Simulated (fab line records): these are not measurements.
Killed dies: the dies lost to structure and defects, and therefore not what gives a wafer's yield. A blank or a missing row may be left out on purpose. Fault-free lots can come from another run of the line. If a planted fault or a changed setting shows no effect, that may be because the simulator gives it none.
fab line records -- flow nand-harc
record: lots: 12, wafers: 36, last-day: 34
route steps=1302 shown P_BONDPAD@375 A_ZERO_WELL@404 END@1302
lots untouched by any fault: they come from a run of this same line in which no faults occurred
start-h: hours from the record's opening day to when the first of the lot's shown wafers began -- wait-h: time in hours since the lot's previous step -- " unchanged from the row above -- L1.1+2: several wafers, shown together as one row -- - no value, or no start given -- * or withheld: withheld -- < > ~ a bound
route shown NAME@n: names a module that has steps shown in the file, with the first one's number in the route -- usual: average and standard deviation across the fault-free wafers -- same: alike in all rows -- chamber/n: place in a boat -- sites: each site's reading -- _std_site: their standard deviation -- _edge_site: the outer-site mean with the inner-site mean subtracted -- radius-mm: how far each site lies from the wafer's centre -- mask NAME#n: copy n -- behind: tool/chamber where the wafer was last shaped -- hold: why the lot went on hold/how many hours it stayed there/how the hold came to an end -- device: the transistor (n, p or np) that didn't switch -- end of line: the tests these same wafers got at the end of their route -- for a step that has no rows: nothing shown but its recipe -- killed: dies that structure and defects cost at the first sort, which is not the same as the wafer's yield -- map: per-die view of a wafer (x killed, . not killed, _ where there is no die)
set.NAME: the setting as run; set.NAME@STEP: as run at that earlier step -- model.NAME: the simulator's own value behind a step, which no gauge read
steps of the route over a sample of lots; a table a step, a row a wafer
services: the hour from which a tool's chamber was out of use, counted from the record's first day as start-h (under 0 if before that day), plus the number of hours and why
== steps ==
step: NHARC_P_BONDPAD_PRE_CLEAN_26
recipe: time-s: 30, temp-c: 280, gas: H2/He
usual: heater-power-w: 412/50
lot.wafer,tool,chamber,start-h,wait-h,heater-power-w
L142.2,pvd-sputter-01,-,-,-,500
L142.1,pvd-sputter-01,-,-,-,413
L142.5,pvd-sputter-01,-,-,-,494
L146.4,pvd-sputter-01,-,-,-,397
L146.3,pvd-sputter-01,-,-,-,416
L146.6,pvd-sputter-01,-,-,-,396
L148.1,pvd-sputter-03,-,-,-,380
L148.4,pvd-sputter-03,-,-,-,361
L148.6,pvd-sputter-03,-,-,-,384
L151.4,pvd-sputter-02,-,-,-,368
L151.2,pvd-sputter-02,-,-,-,462
L151.5,pvd-sputter-02,-,-,-,374
L155.2,pvd-sputter-01,-,-,-,430
L155.4,pvd-sputter-01,-,-,-,516
L155.6,pvd-sputter-01,-,-,-,514
L158.1,pvd-sputter-01,-,-,-,512
L158.4,pvd-sputter-01,-,-,-,384
L158.6,pvd-sputter-01,-,-,-,506
L160.1,pvd-sputter-01,-,-,-,389
L160.5,pvd-sputter-01,-,-,-,499
L160.6,pvd-sputter-01,-,-,-,389
L161.2,pvd-sputter-03,-,-,-,361
L161.3,pvd-sputter-03,-,-,-,358
L161.6,pvd-sputter-03,-,-,-,360
L162.2,pvd-sputter-02,-,-,-,459
L162.5,pvd-sputter-02,-,-,-,340
L162.6,pvd-sputter-02,-,-,-,430
L163.3,pvd-sputter-03,-,-,-,364
L163.2,pvd-sputter-03,-,-,-,392
L163.6,pvd-sputter-03,-,-,-,368
L164.1,pvd-sputter-01,-,-,-,527
L164.3,pvd-sputter-01,-,-,-,391
L164.6,pvd-sputter-01,-,-,-,431
L165.2,pvd-sputter-02,-,-,-,427
L165.6,pvd-sputter-02,-,-,-,419
L165.5,pvd-sputter-02,-,-,-,455
step: NHARC_P_BONDPAD_PVD_27
recipe: target-thk-a: 300, chamber-pressure-pa: 5, power-w: 5000, substrate-temp-c: 30, time-s: 20.49, material: Cu
usual: throttle-valve-pct: 29.1/1.1
lot.wafer,tool,chamber,start-h,wait-h,throttle-valve-pct
L142.1,pvd-sputter-01,-,-,-,27.4
L142.2,pvd-sputter-01,-,-,-,27.3
L142.5,pvd-sputter-01,-,-,-,27.4
L146.4,pvd-sputter-01,-,-,-,27.2
L146.3,pvd-sputter-01,-,-,-,30.0
L146.6,pvd-sputter-01,-,-,-,27.8
L148.4,pvd-sputter-03,-,-,-,29.7
L148.1,pvd-sputter-03,-,-,-,30.3
L148.6,pvd-sputter-03,-,-,-,28.9
L151.2,pvd-sputter-02,-,-,-,29.6
L151.4,pvd-sputter-02,-,-,-,30.5
L151.5,pvd-sputter-02,-,-,-,30.0
L155.2,pvd-sputter-01,-,-,-,29.8
L155.4,pvd-sputter-01,-,-,-,27.6
L155.6,pvd-sputter-01,-,-,-,27.8
L158.1,pvd-sputter-01,-,-,-,30.1
L158.4,pvd-sputter-01,-,-,-,26.9
L158.6,pvd-sputter-01,-,-,-,27.9
L160.1,pvd-sputter-01,-,-,-,27.0
L160.5,pvd-sputter-01,-,-,-,29.4
L160.6,pvd-sputter-01,-,-,-,30.3
L161.2,pvd-sputter-03,-,-,-,30.4
L161.3,pvd-sputter-03,-,-,-,30.7
L161.6,pvd-sputter-03,-,-,-,29.1
L162.2,pvd-sputter-02,-,-,-,30.0
L162.5,pvd-sputter-02,-,-,-,29.5
L162.6,pvd-sputter-02,-,-,-,29.2
L163.3,pvd-sputter-03,-,-,-,28.8
L163.2,pvd-sputter-03,-,-,-,29.9
L163.6,pvd-sputter-03,-,-,-,30.6
L164.1,pvd-sputter-01,-,-,-,30.3
L164.3,pvd-sputter-01,-,-,-,28.0
L164.6,pvd-sputter-01,-,-,-,29.5
L165.2,pvd-sputter-02,-,-,-,29.4
L165.6,pvd-sputter-02,-,-,-,30.5
L165.5,pvd-sputter-02,-,-,-,29.7
step: NHARC_P_BONDPAD_INSPECT_23
usual: raw-defect-count: 310/100
lot.wafer,tool,chamber,start-h,wait-h,raw-defect-count
L142.1,defect-inspect-01,-,140.43,0.1,221
L142.2,defect-inspect-01,-,140.43,0.1,198
L142.5,defect-inspect-01,-,140.43,0.1,260
L146.3,defect-inspect-01,-,178.22,0.0,301
L146.4,defect-inspect-01,-,178.22,0.0,236
L146.6,defect-inspect-01,-,178.22,0.0,211
L148.1,defect-inspect-01,-,192.57,0.0,175
L148.4,defect-inspect-01,-,192.57,0.0,418
L148.6,defect-inspect-01,-,192.57,0.0,177
L151.2,defect-inspect-02,-,234.79,0.0,459
L151.4,defect-inspect-02,-,234.79,0.0,442
L151.5,defect-inspect-02,-,234.79,0.0,267
L155.2,defect-inspect-01,-,267.85,0.0,379
L155.4,defect-inspect-01,-,267.85,0.0,354
L155.6,defect-inspect-01,-,267.85,0.0,239
L158.1,defect-inspect-02,-,295.45,0.0,309
L158.4,defect-inspect-02,-,295.45,0.0,205
L158.6,defect-inspect-02,-,295.45,0.0,241
L160.1,defect-inspect-01,-,317.62,0.0,198
L160.5,defect-inspect-01,-,317.62,0.0,265
L160.6,defect-inspect-01,-,317.62,0.0,319
L161.2,defect-inspect-02,-,327.51,0.0,495
L161.3,defect-inspect-02,-,327.51,0.0,436
L161.6,defect-inspect-02,-,327.51,0.0,196
L162.2,defect-inspect-02,-,337.24,0.0,280
L162.5,defect-inspect-02,-,337.24,0.0,361
L162.6,defect-inspect-02,-,337.24,0.0,310
L163.2,defect-inspect-01,-,344.13,0.0,327
L163.3,defect-inspect-01,-,344.13,0.0,299
L163.6,defect-inspect-01,-,344.13,0.0,257
L164.1,defect-inspect-02,-,358.85,0.0,385
L164.3,defect-inspect-02,-,358.85,0.0,381
L164.6,defect-inspect-02,-,358.85,0.0,422
L165.2,defect-inspect-02,-,374.55,0.0,275
L165.5,defect-inspect-02,-,374.55,0.0,206
L165.6,defect-inspect-02,-,374.55,0.0,291
step: NHARC_A_ZERO_WELL_ETCH_19
recipe: target-depth-a: 800, overetch-a: 240, time-s: 87.88, ion-energy-ev: 200, n2-flow-sccm: 150, h2-flow-sccm: 150, ar-flow-sccm: 0, rf-w: 400, bias-w: 150, chemistry: N2/H2
usual: drypump-motor-current-A: 5.9/0.47, h2-flow-sccm: 150.0/0.46, mfc-ar-sccm: 0.012/0.011, oes-product-au: 0.998/0.012, rf-vpp-V: 430.8/2.7, showerhead-plenum-p-Torr: 2.05/0.093, throttle-valve-pct: 14.173/0.0082
lot.wafer,tool,chamber,start-h,wait-h,drypump-motor-current-A,h2-flow-sccm,mfc-ar-sccm,oes-product-au,rf-hours-counter-h,rf-vpp-V,showerhead-plenum-p-Torr,throttle-valve-pct
L142.2,rie-diel-10,3,141.85,0.1,6.3,150.8,0.029,1.001,1,433.3,2.14,14.165
L142.1,rie-diel-10,2,141.85,0.1,5.6,149.6,0,1.000,2,428.3,1.93,14.178
L142.5,rie-diel-10,3,141.85,0.1,6.3,150.6,0.029,1.003,-,434.2,2.14,14.188
L146.4,rie-diel-10,1,179.83,0.1,6.8,150.5,0.005,1.015,3,434.2,2.16,14.167
L146.3,rie-diel-10,2,179.83,0.1,5.5,150.8,0,0.990,3,427.4,1.93,14.153
L146.6,rie-diel-10,0,179.83,0.1,6.2,149.6,0.023,0.983,-,428.9,1.96,14.177
L148.1,rie-diel-10,3,194.13,0.1,6.3,149.6,0.029,0.995,3,432.5,2.14,14.158
L148.4,rie-diel-10,0,194.13,0.1,6.2,150.1,0.023,0.997,4,429.1,1.96,14.174
L148.6,rie-diel-10,2,194.13,0.1,5.6,149.4,0,0.979,-,427.6,1.93,14.182
L151.4,rie-diel-01,0,236.35,0.1,6.2,149.5,0,1.000,8,427.5,1.97,14.180
L151.2,rie-diel-01,2,236.35,0.1,5.7,149.8,0.026,0.987,8,429.2,1.99,14.163
L151.5,rie-diel-01,3,236.35,0.1,5.2,149.4,0.012,0.978,-,432.7,2.11,14.147
L155.4,rie-diel-01,2,269.42,0.1,5.7,150.1,0.026,0.978,15,428.0,1.99,14.174
L155.2,rie-diel-01,3,269.42,0.1,5.1,150.3,0.012,0.981,14,434.2,2.11,14.184
L155.6,rie-diel-01,3,269.42,0.1,5.1,150.2,0.012,0.978,-,431.5,2.11,14.181
L158.4,rie-diel-01,3,297.00,0.1,5.1,149.7,0.012,0.996,23,431.8,2.11,14.179
L158.1,rie-diel-01,0,297.00,0.1,6.2,150.5,0,0.997,22,426.2,1.96,14.179
L158.6,rie-diel-01,2,297.00,0.1,5.7,150.1,0.026,0.985,-,429.0,1.99,14.164
L160.1,rie-diel-06,1,319.05,0.1,5.4,149.8,0.012,0.997,1,430.3,2.01,14.166
L160.6,rie-diel-06,1,319.05,0.1,5.4,149.4,0.012,0.994,-,429.6,2.01,14.181
L160.5,rie-diel-06,2,319.05,0.1,5.5,150.0,0,1.010,-,434.7,2.17,14.179
L161.2,rie-diel-10,3,328.93,0.1,6.3,149.8,0.029,0.989,2,434.3,2.13,14.160
L161.3,rie-diel-10,0,328.93,0.1,6.2,149.8,0.023,1.014,2,428.3,1.96,14.166
L161.6,rie-diel-10,3,328.93,0.1,6.3,150.4,0.029,0.998,-,433.3,2.13,14.174
L162.2,rie-diel-10,3,338.81,0.1,6.3,150.9,0.029,1.004,2,433.5,2.13,14.173
L162.6,rie-diel-10,3,338.81,0.1,6.4,150.4,0.029,0.993,-,433.9,2.13,14.185
L162.5,rie-diel-10,0,338.81,0.1,6.2,149.5,0.023,1.011,-,428.0,1.96,14.165
L163.3,rie-diel-10,3,345.69,0.1,6.4,150.6,0.029,0.989,2,433.7,2.13,14.177
L163.2,rie-diel-10,1,345.69,0.1,6.7,150.6,0.005,1.007,1,435.1,2.16,14.176
L163.6,rie-diel-10,3,345.69,0.1,6.4,150.0,0.029,1.004,-,433.7,2.13,14.175
L164.1,rie-diel-10,1,360.29,0.1,6.8,150.2,0.005,0.996,2,433.6,2.16,14.180
L164.3,rie-diel-10,3,360.29,0.1,6.3,150.5,0.029,0.992,3,433.2,2.13,14.183
L164.6,rie-diel-10,2,360.29,0.1,5.6,149.7,0,1.014,-,428.7,1.93,14.173
L165.2,rie-diel-10,1,375.98,0.1,6.7,150.4,0.005,1.000,2,433.9,2.16,14.176
L165.5,rie-diel-10,3,375.98,0.1,6.4,149.8,0.029,1.009,-,433.4,2.13,14.176
L165.6,rie-diel-10,0,375.98,0.1,6.2,150.3,0.023,1.001,-,427.3,1.96,14.159
step: NHARC_A_ZERO_WELL_INSPECT_17
usual: raw-defect-count: 10/5.1
lot.wafer,tool,chamber,start-h,wait-h,raw-defect-count
L142.1,defect-inspect-01,-,143.09,0.2,8
L142.2,defect-inspect-01,-,143.09,0.2,10
L142.5,defect-inspect-01,-,143.09,0.2,16
L146.3,defect-inspect-01,-,181.06,0.1,7
L146.4,defect-inspect-01,-,181.06,0.1,4
L146.6,defect-inspect-01,-,181.06,0.1,1385
L148.1,defect-inspect-01,-,195.33,0.2,13
L148.4,defect-inspect-01,-,195.33,0.2,1400
L148.6,defect-inspect-01,-,195.33,0.2,18
L151.2,defect-inspect-02,-,237.61,0.1,6
L151.4,defect-inspect-02,-,237.61,0.1,11
L151.5,defect-inspect-02,-,237.61,0.1,12
L155.2,defect-inspect-01,-,270.84,0.3,1
L155.4,defect-inspect-01,-,270.84,0.3,7
L155.6,defect-inspect-01,-,270.84,0.3,4
L158.1,defect-inspect-02,-,298.22,0.2,2
L158.4,defect-inspect-02,-,298.22,0.2,7
L158.6,defect-inspect-02,-,298.22,0.2,11
L160.1,defect-inspect-02,-,320.27,0.2,13
L160.5,defect-inspect-02,-,320.27,0.2,14
L160.6,defect-inspect-02,-,320.27,0.2,2
L161.2,defect-inspect-02,-,330.15,0.1,6
L161.3,defect-inspect-02,-,330.15,0.1,11
L161.6,defect-inspect-02,-,330.15,0.1,0
L162.2,defect-inspect-01,-,340.06,0.1,4
L162.5,defect-inspect-01,-,340.06,0.1,5
L162.6,defect-inspect-01,-,340.06,0.1,5
L163.2,defect-inspect-02,-,346.91,0.1,14
L163.3,defect-inspect-02,-,346.91,0.1,5
L163.6,defect-inspect-02,-,346.91,0.1,14
L164.1,defect-inspect-01,-,361.51,0.2,4
L164.3,defect-inspect-01,-,361.51,0.2,8
L164.6,defect-inspect-01,-,361.51,0.2,7
L165.2,defect-inspect-02,-,377.82,0.1,8
L165.5,defect-inspect-02,-,377.82,0.1,6
L165.6,defect-inspect-02,-,377.82,0.1,3
step: NHARC_END_SORT_01
recipe: temp-c: 25
usual: killed-at-array: 58/19, killed-at-other: 1.1/1.2, killed-at-periphery: 3.8/2.4, killed-dies: 63/18, killed-open: 3.3/1.8, killed-short: 2.2/1.6
same: gross-dies: 677
lot.wafer,tool,chamber,start-h,wait-h,killed-at-array,killed-at-other,killed-at-periphery,killed-dies,killed-open,killed-short
L146.3,prober-02,0,592.64,3.1,71,1,4,76,3,2
L146.4,prober-02,0,593.43,3.4,74,0,2,76,4,3
L146.6,prober-02,0,595.02,4.0,150,0,2,152,3,2
L148.1,prober-01,0,610.63,2.5,31,1,2,34,6,5
L148.4,prober-01,0,613.02,3.4,131,1,2,134,2,0
L148.6,prober-01,0,614.61,4.0,34,0,0,34,1,4
L155.4,prober-02,0,698.70,3.4,51,2,3,56,3,1
L155.6,prober-02,0,700.29,4.0,39,1,1,41,3,1
killed by level:class
L146.3 A_SLIT:chamber-film-flake=27 A_CHANNEL_HOLE_D1:chamber-film-flake=26 A_CHANNEL_HOLE_D2:chamber-film-flake=11 A_STAIRCASE:chamber-film-flake=2 A_CONTACT:chamber-film-flake=2 P_M1:geometric-particle:open=1 A_ONON_D2:geometric-particle:short=1 A_ONON_D2:geometric-particle:open=1
L146.4 A_CHANNEL_HOLE_D1:chamber-film-flake=28 A_SLIT:chamber-film-flake=25 A_CHANNEL_HOLE_D2:chamber-film-flake=7 A_STAIRCASE:chamber-film-flake=4 A_DECK1_JOINT:geometric-particle:open=2 A_CONTACT:chamber-film-flake=2 P_M0:geometric-particle:short=1 A_DECK1_JOINT:geometric-particle:short=1
L146.6 A_ZERO_WELL:unspecified=96 A_SLIT:chamber-film-flake=22 A_CHANNEL_HOLE_D1:chamber-film-flake=11 A_CHANNEL_HOLE_D2:chamber-film-flake=9 A_STAIRCASE:chamber-film-flake=5 A_ONON_D2:geometric-particle:open=2 A_CONTACT:chamber-film-flake=2 A_ONON_D1:geometric-particle:open=1
L148.1 A_CHANNEL_HOLE_D2:chamber-film-flake=14 A_CHANNEL_HOLE_D1:chamber-film-flake=4 A_STAIRCASE:chamber-film-flake=4 A_M0:geometric-particle:open=2 P_CONTACT:geometric-particle:open=1 P_M2:geometric-particle:short=1 A_ONON_D1:geometric-particle:short=1 A_CHANNEL_FILL_D1:geometric-particle:short=1
L148.4 A_ZERO_WELL:unspecified=109 A_CHANNEL_HOLE_D2:chamber-film-flake=7 A_CHANNEL_HOLE_D1:chamber-film-flake=6 A_STAIRCASE:chamber-film-flake=3 A_CONTACT:chamber-film-flake=3 P_M0:geometric-particle:open=1 A_M1:geometric-particle:open=1 P_ZERO_WELL:chamber-film-flake=1
L148.6 A_CHANNEL_HOLE_D2:chamber-film-flake=15 A_STAIRCASE:chamber-film-flake=5 A_CHANNEL_HOLE_D1:chamber-film-flake=4 A_ONON_D1:geometric-particle:short=2 A_CONTACT:chamber-film-flake=2 A_ONON_D1:geometric-particle:open=1 A_ONON_D2:geometric-particle:short=1 A_CHANNEL_FILL_D2:geometric-particle:short=1
L155.4 A_CHANNEL_HOLE_D1:chamber-film-flake=29 A_STAIRCASE:chamber-film-flake=5 A_M1:chamber-film-flake=4 A_CONTACT:chamber-film-flake=3 A_DECK1_JOINT:chamber-film-flake=2 A_WL_FILL:chamber-film-flake=2 THIN_TSV:chamber-film-flake=2 P_M0:geometric-particle:open=1
L155.6 A_CHANNEL_HOLE_D1:chamber-film-flake=28 A_CONTACT:chamber-film-flake=3 A_DECK1_JOINT:chamber-film-flake=2 A_M0:chamber-film-flake=2 P_M0:geometric-particle:open=1 A_CONTACT:geometric-particle:open=1 A_BLC:geometric-particle:short=1 A_M1:geometric-particle:open=1
== services ==
tool,chamber,start-h,hours,kind
rie-diel-06,-,130.20,9.0,pm
pvd-sputter-01,-,144.54,1.9,repair
rie-diel-06,2,157.15,7.4,repair
pvd-sputter-03,-,170.00,10.0,pm
pvd-sputter-03,-,182.46,2.2,repair
pvd-sputter-02,-,183.48,7.7,repair
rie-diel-01,3,186.41,2.4,repair
pvd-sputter-01,-,192.34,3.2,repair
rie-diel-01,-,203.90,9.0,pm
rie-diel-01,2,213.88,3.6,repair
pvd-sputter-03,-,214.92,15.2,repair
pvd-sputter-01,-,226.00,10.0,pm
rie-diel-10,0,240.26,5.1,repair
rie-diel-01,0,242.49,4.3,repair
rie-diel-10,-,242.50,9.0,pm
rie-diel-01,0,249.97,6.0,repair
rie-diel-06,0,251.14,10.7,repair
rie-diel-10,1,252.31,6.8,repair
rie-diel-10,0,254.83,9.8,repair
pvd-sputter-02,-,282.00,10.0,pm
rie-diel-10,1,313.67,14.9,repair
pvd-sputter-01,-,321.62,2.4,repair
rie-diel-01,1,334.47,3.8,repair
pvd-sputter-03,-,344.39,3.8,repair
== key ==
first-sign: step: NHARC_A_ZERO_WELL_INSPECT_17, reading: raw-defect-count, direction: up, sigmas: 99+, usual: 10, struck: 1392
effect: step: NHARC_END_SORT_01, reading: killed-at-array, direction: up, sigmas: 4.3, usual: 58, struck: 140
more-kills-born-at: NHARC_A_ZERO_WELL_ETCH_19@rie-diel-10: 205
met-at NHARC_A_ZERO_WELL_ETCH_19
struck-lots L146,L148
struck-wafers L146.6,L148.4
tester-left-out L146,L148
not-acting-at NHARC_P_BONDPAD_PRE_CLEAN_26,NHARC_P_BONDPAD_PVD_27,NHARC_P_BONDPAD_INSPECT_23
fault: kind: chamber-particle-source, tool: rie-diel-10, chamber: 0, onset-h: 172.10, steps: NHARC_A_ZERO_WELL_ETCH_19, rate-per-visit-cm2: 2.1183, end-h: 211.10
tester-left-out: of these lots the tester's yield and bins aren't shown, on N5 and GAA mostly nor the transistor test; their killed dies are dies lost to structure and defects alone, not to doping, threshold or leakage, so they don't give the yield
